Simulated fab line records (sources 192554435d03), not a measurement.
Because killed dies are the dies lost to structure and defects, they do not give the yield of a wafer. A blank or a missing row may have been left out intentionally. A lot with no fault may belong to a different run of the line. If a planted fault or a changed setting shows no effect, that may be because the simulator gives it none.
What tool caused it? -- flow n5Finfet -- at 1 step of a route of 1938, 9 lots with 27 wafers sampled

== WHAT THE GAUGES READ, wafer by wafer ==
N5_BEOL_M4_RC_MEAS_101.
lot,measured,on,DIBL_N (mV/V)
L464,day 8 00:26,prober-02,35.2 37.8 35.8
L467,day 8 16:58,prober-02,35.0 33.2 33.3
L468,day 8 23:09,prober-02,36.8 35.0 36.5
L469,day 9 05:11,prober-02,35.9 39.3 35.9
L484,day 13 08:12,prober-02,36.1 35.3 33.6
L480,day 13 14:58,prober-02,36.1 36.9 36.7
L483,day 13 20:22,prober-02,36.9 34.1 39.1
L485,day 14 05:52,prober-01,37.9 37.1 40.2
L482,day 14 07:01,prober-02,37.0 34.8 38.7

== WHAT TOOL EACH LOT RAN ON (gives the tool, then ch and the chambers of the sampled wafers, and finally the start) ==
No process step before these readings appears in the record.

== THE ANSWER, worked out from the rows above alone ==
Rule: usual is defined by the lots themselves. Put in order of their means at a reading, lots are off if they are a third of the lots or fewer, leave a main group of 4 or more, and stand apart from it by a gap of 3 or more times the standard deviation of the main group's means; of several such gaps the widest counts. A main group is skipped when, at the precision printed for the reading in the tables above, its means are all equal. Also off: a lot with no number at a reading for which 4 or more lots have one. All remaining lots with rows at the step are treated as sound.
No lot is off on any of the readings shown, so nothing can be concluded from this.

== WHAT THE SIMULATOR PUT IN ==
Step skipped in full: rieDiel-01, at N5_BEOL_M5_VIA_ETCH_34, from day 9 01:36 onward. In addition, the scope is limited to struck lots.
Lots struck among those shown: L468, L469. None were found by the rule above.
